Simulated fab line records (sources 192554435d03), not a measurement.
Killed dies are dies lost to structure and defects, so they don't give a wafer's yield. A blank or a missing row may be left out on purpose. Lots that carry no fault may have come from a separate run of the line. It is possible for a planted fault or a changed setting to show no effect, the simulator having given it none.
Lot-split experiment | flow n5_finfet | 21 wafers read across 7 lots, on a route 1938 steps long

== THE SPLIT ITSELF ==
At N5_BEOL_M5_COAT_66 (time 60 s, resist thk 12 nm), the setting spin_rpm was moved away from the recipe's 1500 rpm on 7 of the 21 wafers read, by -10.9% to +8.7%. For the rest of the wafers, this setting stayed at what the recipe calls for.

== FROM THE SPLIT TO THE READING: what the file shows between them, 5 steps ==
- N5_BEOL_M5_COAT_74: time 60 s, resist thk 5 nm (also split here: spin_rpm)
- N5_BEOL_M5_COAT_22: resist thk 30 nm
- N5_BEOL_M5_EBR_24
- N5_BEOL_M5_DESCUM_33: chemistry O2, time 7 s
- N5_BEOL_M5_ETCH_75: etches underlayer in N2/H2, target depth 6.5 nm, time 5.2 s

== THE READING ==
etch.depth_nm (the simulator's own value, which no gauge read), in nm, at N5_BEOL_M5_ETCH_67 (etches SiARC in CF4, target depth 15.6 nm, time 26 s). The file does not state a usual value for it. Here, 14 wafers ran the recipe; their average is 12.02 nm with a standard deviation of 0.038 nm.

wafer  | tool, chamber at the split | spin_rpm as run, rpm | against the recipe | etch.depth_nm, nm | against lot-mates on the recipe
L074.1 | litho_track-05, 0          | 1500                 | recipe             | 12.04             | -
L074.2 | litho_track-05, 0          | 1500                 | recipe             | 12.05             | -
L074.4 | litho_track-05, 0          | 1500                 | recipe             | 12.04             | -
L075.2 | litho_track-05, 0          | 1627                 | +8.5%              | 11.61             | -0.45
L075.4 | litho_track-05, 0          | 1500                 | recipe             | 12.03             | -
L075.6 | litho_track-05, 0          | 1500                 | recipe             | 12.08             | -
L082.2 | litho_track-01, 0          | 1500                 | recipe             | 11.98             | -
L082.4 | litho_track-01, 0          | 1500                 | recipe             | 11.98             | -
L082.3 | litho_track-01, 0          | 1422                 | -5.2%              | 12.28             | +0.30
L085.2 | litho_track-01, 0          | 1500                 | recipe             | 12.05             | -
L085.4 | litho_track-01, 0          | 1337                 | -10.9%             | 12.74             | +0.69
L085.5 | litho_track-01, 0          | 1500                 | recipe             | 12.06             | -
L088.2 | litho_track-01, 0          | 1500                 | recipe             | 11.96             | -
L088.4 | litho_track-01, 0          | 1500                 | recipe             | 11.98             | -
L088.6 | litho_track-01, 0          | 1500                 | recipe             | 11.98             | -
L091.1 | litho_track-04, 0          | 1413                 | -5.8%              | 12.39             | +0.37
L091.2 | litho_track-04, 0          | 1413                 | -5.8%              | 12.43             | +0.41
L091.6 | litho_track-04, 0          | 1500                 | recipe             | 12.02             | -
L097.2 | litho_track-04, 0          | 1631                 | +8.7%              | 11.5              | -0.57
L097.4 | litho_track-04, 0          | 1500                 | recipe             | 12.07             | -
L097.5 | litho_track-04, 0          | 1631                 | +8.7%              | 11.52             | -0.55

FIT RESULTS
A straight line over all 21 wafers: etch.depth_nm changes by -0.0597 nm for each +1% of spin_rpm; r = -0.99; the points scatter about the line by 0.045 nm.
The same after taking each lot's own level away (the mean of its wafers on the recipe; 21 wafers): -0.062 nm for each +1%; r = -1.00; scatter 0.025 nm.
On that fit, the largest move of spin_rpm shifts the reading by 0.67 nm.
Measured against the standard deviation above, the lots' own levels, which go from 11.973 to 12.070 nm, span 2.5 times it.
So the lot-to-lot level changes the slope little: the two slopes agree.
Check: with one of the wafers moved furthest among these (-10.9%) left out of the fit, the line predicts +0.675 nm for it against its lot-mates. Against them it came out at +0.685 nm.

== THESE WAFERS: OTHER SPLITS ==
Before the reading, these wafers also passed through other splits. Each is held against what the fit with the lots' levels taken away leaves over:
other split on the same wafers | wafers away from the commonest value | r with etch.depth_nm (lot level and that fit taken away)
N5_BEOL_M4_EXPOSE_08 dose_mj   | 8                                    | +0.29
N5_BEOL_M5_COAT_74 spin_rpm    | 6                                    | -0.18

== THE WHOLE CHAIN: every reading that the file lists as answering this split, in the file's order ==
step               | what it does                                         | reading                                                                            | change (the file's fit)                | r (the file's)
N5_BEOL_M5_COAT_66 | time 60 s, resist thk 12 nm                          | SiARC_of_BEOL_M5_COAT_66.thk_nm (the simulator's own value, which no gauge read)   | -0.0579 nm for each +1% of the setting | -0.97
N5_BEOL_M5_ETCH_67 | etches SiARC in CF4, target depth 15.6 nm, time 26 s | CAR-EUV_of_BEOL_M5_COAT_22.thk_nm (the simulator's own value, which no gauge read) | +0.0593 nm for each +1% of the setting | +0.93
N5_BEOL_M5_ETCH_67 | etches SiARC in CF4, target depth 15.6 nm, time 26 s | etch.depth_nm (the simulator's own value, which no gauge read)                     | -0.0607 nm for each +1% of the setting | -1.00

== THE FILE'S OWN FIT ==
etch.depth_nm changes by -0.0607 nm for each +1% of spin_rpm, r = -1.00.
